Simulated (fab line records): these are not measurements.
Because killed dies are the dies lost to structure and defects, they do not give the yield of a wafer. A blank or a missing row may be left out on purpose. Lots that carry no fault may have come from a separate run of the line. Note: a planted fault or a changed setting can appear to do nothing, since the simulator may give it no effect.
What tool caused it? + flow nand_harc + 14 lots with 42 wafers sampled at 5 steps, on a route of 1159 steps

WHAT EACH GAUGE READ, for each wafer
NHARC_A_M0_CD_MEAS_09: target cd 80 nm.
| lot  | measured     | on        | cd_nm (nm)     |
|------|--------------|-----------|----------------|
| L416 | day 17 21:35 | cd_sem-02 | 80.2 80.4 81.0 |
| L418 | day 18 06:23 | cd_sem-01 | 81.1 79.7 81.0 |
| L419 | day 18 06:37 | cd_sem-01 | 80.1 81.7 79.9 |
| L420 | day 18 14:54 | cd_sem-01 | 81.3 80.1 80.2 |
| L421 | day 19 00:23 | cd_sem-01 | 80.7 80.6 80.7 |
| L426 | day 19 21:37 | cd_sem-03 | 95.1 96.0 96.2 |
| L427 | day 20 06:00 | cd_sem-02 | 92.0 92.2 91.7 |
| L431 | day 21 20:46 | cd_sem-01 | 80.2 78.6 79.6 |
| L432 | day 22 08:18 | cd_sem-01 | 79.9 80.1 79.3 |
| L435 | day 22 20:13 | cd_sem-02 | 79.1 80.0 79.4 |
| L437 | day 22 23:35 | cd_sem-01 | 80.4 81.3 80.9 |
| L436 | day 23 06:34 | cd_sem-01 | 81.4 80.8 80.5 |
| L438 | day 23 10:37 | cd_sem-03 | 80.1 79.9 80.4 |
| L439 | day 23 11:18 | cd_sem-01 | 83.1 80.2 81.0 |

NHARC_A_M0_CD_MEAS_16.
| lot  | measured     | on        | cd_nm (nm)     |
|------|--------------|-----------|----------------|
| L416 | day 17 22:04 | cd_sem-02 | 80.0 81.1 80.7 |
| L418 | day 18 06:52 | cd_sem-01 | 81.7 80.0 81.7 |
| L419 | day 18 07:06 | cd_sem-02 | 81.4 82.5 81.1 |
| L420 | day 18 15:23 | cd_sem-03 | 80.4 80.3 79.9 |
| L421 | day 19 00:52 | cd_sem-03 | 83.3 81.0 82.4 |
| L426 | day 19 22:08 | cd_sem-03 | 94.1 95.3 95.0 |
| L427 | day 20 06:29 | cd_sem-03 | 92.9 91.1 91.9 |
| L431 | day 21 21:22 | cd_sem-02 | 81.1 78.8 79.0 |
| L432 | day 22 08:47 | cd_sem-02 | 79.8 80.2 79.4 |
| L435 | day 22 20:42 | cd_sem-02 | 79.4 79.1 79.1 |
| L437 | day 23 00:04 | cd_sem-01 | 79.9 80.8 81.2 |
| L436 | day 23 07:10 | cd_sem-03 | 81.4 81.0 81.4 |
| L438 | day 23 11:07 | cd_sem-01 | 80.9 80.8 80.9 |
| L439 | day 23 11:47 | cd_sem-03 | 83.5 80.2 82.4 |

WHAT TOOL EACH LOT RAN ON (gives the tool, then ch and the chambers of the sampled wafers, and finally the start)
| lot  | NHARC_A_BLC_PVD_32                      | NHARC_A_BLC_ALD_23                  | NHARC_A_M0_PEB_07                 |
|------|-----------------------------------------|-------------------------------------|-----------------------------------|
| L416 | pvd_sputter-03, day 17 16:19 or earlier | ald_metal-04 ch 0,1,2, day 17 16:19 | litho_track-01 ch 0, day 17 21:30 |
| L418 | pvd_sputter-02, day 18 04:22 or earlier | ald_metal-03 ch 2,3, day 18 04:22   | litho_track-04 ch 0, day 18 06:18 |
| L419 | pvd_sputter-03, day 18 04:35 or earlier | ald_metal-01 ch 2,3, day 18 04:35   | litho_track-06 ch 0, day 18 06:32 |
| L420 | pvd_sputter-01, day 18 12:34 or earlier | ald_metal-04 ch 0,1,2, day 18 12:34 | litho_track-06 ch 0, day 18 14:49 |
| L421 | pvd_sputter-03, day 18 21:23 or earlier | ald_metal-04 ch 0,3, day 18 21:23   | litho_track-01 ch 0, day 19 00:17 |
| L426 | pvd_sputter-02, day 19 19:44 or earlier | ald_metal-03 ch 1,2,3, day 19 19:44 | litho_track-06 ch 0, day 19 21:31 |
| L427 | pvd_sputter-01, day 20 02:43 or earlier | ald_metal-04 ch 0,1,2, day 20 02:43 | litho_track-06 ch 0, day 20 05:55 |
| L431 | pvd_sputter-01, day 21 12:54 or earlier | ald_metal-03 ch 1,2, day 21 12:54   | litho_track-04 ch 0, day 21 20:40 |
| L432 | pvd_sputter-03, day 22 00:14 or earlier | ald_metal-01 ch 1,2,3, day 22 00:14 | litho_track-04 ch 0, day 22 08:13 |
| L435 | pvd_sputter-02, day 22 17:10 or earlier | ald_metal-03 ch 1,3, day 22 17:10   | litho_track-04 ch 0, day 22 20:08 |
| L437 | pvd_sputter-03, day 22 21:20 or earlier | ald_metal-03 ch 0,1,2, day 22 21:20 | litho_track-01 ch 0, day 22 23:30 |
| L436 | pvd_sputter-03, day 23 00:06 or earlier | ald_metal-04 ch 0,1,3, day 23 00:06 | litho_track-04 ch 0, day 23 06:29 |
| L438 | pvd_sputter-02, day 23 08:31 or earlier | ald_metal-03 ch 0,2, day 23 08:31   | litho_track-04 ch 0, day 23 10:32 |
| L439 | pvd_sputter-01, day 23 09:23 or earlier | ald_metal-01 ch 0,1, day 23 09:23   | litho_track-06 ch 0, day 23 11:13 |
- NHARC_A_BLC_PVD_32: deposits Ti, target thk 5 nm, time 17.7 s.
- NHARC_A_BLC_ALD_23: deposits TiN, target thk 3 nm, pulse time 1 s, ald cycles 150.
- NHARC_A_M0_PEB_07: peb time 65 s.

AS READ BY THE TOOLS THEMSELVES (means over the sampled wafers that have a number; for cases with no such wafer, the mark the record gives instead)
NHARC_A_BLC_PVD_32.
| lot  | tool           | throttle_valve_pct (%) |
|------|----------------|------------------------|
| L416 | pvd_sputter-03 | 29.9                   |
| L418 | pvd_sputter-02 | 29.5                   |
| L419 | pvd_sputter-03 | 30.7                   |
| L420 | pvd_sputter-01 | 30.5                   |
| L421 | pvd_sputter-03 | 30.7                   |
| L426 | pvd_sputter-02 | 29.1                   |
| L427 | pvd_sputter-01 | 32.1                   |
| L431 | pvd_sputter-01 | 31.9                   |
| L432 | pvd_sputter-03 | 30.8                   |
| L435 | pvd_sputter-02 | 29.2                   |
| L437 | pvd_sputter-03 | 30.1                   |
| L436 | pvd_sputter-03 | 30.6                   |
| L438 | pvd_sputter-02 | 28.1                   |
| L439 | pvd_sputter-01 | 30.6                   |

NHARC_A_BLC_ALD_23.
| lot  | tool         | heater_power_w (W) | precursor_pulse_height_rel |
|------|--------------|--------------------|----------------------------|
| L416 | ald_metal-04 | 1011               | 0.986                      |
| L418 | ald_metal-03 | 1120               | 1.001                      |
| L419 | ald_metal-01 | 1089               | 0.975                      |
| L420 | ald_metal-04 | 1034               | 0.991                      |
| L421 | ald_metal-04 | 1089               | 1.017                      |
| L426 | ald_metal-03 | 1022               | 1.004                      |
| L427 | ald_metal-04 | 1051               | 0.987                      |
| L431 | ald_metal-03 | 1024               | 1.019                      |
| L432 | ald_metal-01 | 1082               | 0.991                      |
| L435 | ald_metal-03 | 917                | 0.974                      |
| L437 | ald_metal-03 | 1094               | 1.014                      |
| L436 | ald_metal-04 | 1061               | 1.017                      |
| L438 | ald_metal-03 | 1199               | 0.990                      |
| L439 | ald_metal-01 | 1148               | 0.986                      |

NHARC_A_M0_PEB_07.
| lot  | tool           | heater_power_total_W (W) | plate_temp_C (C) | resist_line_temp_C (C) |
|------|----------------|--------------------------|------------------|------------------------|
| L416 | litho_track-01 | 156.6                    | 100.28           | 23.15                  |
| L418 | litho_track-04 | 156.6                    | 100.08           | 23.08                  |
| L419 | litho_track-06 | 156.4                    | 99.98            | 23.03                  |
| L420 | litho_track-06 | 156.3                    | 100.04           | 23.09                  |
| L421 | litho_track-01 | 156.3                    | 99.94            | 23.13                  |
| L426 | litho_track-06 | 165.8                    | 104.15           | 22.99                  |
| L427 | litho_track-06 | 165.8                    | 104.17           | 22.98                  |
| L431 | litho_track-04 | 156.7                    | 100.06           | 23.07                  |
| L432 | litho_track-04 | 156.2                    | 100.00           | 22.97                  |
| L435 | litho_track-04 | 156.8                    | 100.16           | 23.15                  |
| L437 | litho_track-01 | 156.3                    | 100.00           | 22.97                  |
| L436 | litho_track-04 | 155.9                    | 99.89            | 23.00                  |
| L438 | litho_track-04 | 156.4                    | 99.94            | 22.96                  |
| L439 | litho_track-06 | 156.7                    | 100.02           | 22.99                  |

THE ANSWER, worked out from the rows above alone
Rule: usual is defined by the lots themselves. The widest of any qualifying gaps counts: lots, ordered by their means at a reading, are off when they make up no more than a third of the lots, leave a main group of 4 or more, and stand apart from it by 3 or more times the standard deviation of that group's means. The tables above print the reading to a certain number of digits; a main group whose means all agree to those digits is not used. A lot without any number at a reading at which 4 lots or more have one is off too. Where the step has rows for the other lots, those lots are counted as sound. The gauges are gone through in route order, then the tools' own readings, and for those a lot's mean is taken as printed above. The first step at which some lot is off is used, and at that step the reading that is off furthest; a lot without a number counts as furthest.
Off: L426, L427 (NHARC_A_M0_CD_MEAS_09, cd_nm). Mean 80.4 nm and standard deviation 0.57 in the main group.
If a tool, at a process step before that reading, ran all the lots that are off and no sound lot after the first of them, it fits. Not tried: the gauges at NHARC_A_M0_CD_MEAS_09; whatever is off there is also off at NHARC_A_M0_PEB_07, on other tools, and gauge error can't account for it. Because NHARC_A_BLC_PVD_32 lacks a start for some lots, the hours and order of its lots are taken from NHARC_A_BLC_ALD_23. No candidate that was tried fits.

WHAT THE SIMULATOR HAD PUT IN
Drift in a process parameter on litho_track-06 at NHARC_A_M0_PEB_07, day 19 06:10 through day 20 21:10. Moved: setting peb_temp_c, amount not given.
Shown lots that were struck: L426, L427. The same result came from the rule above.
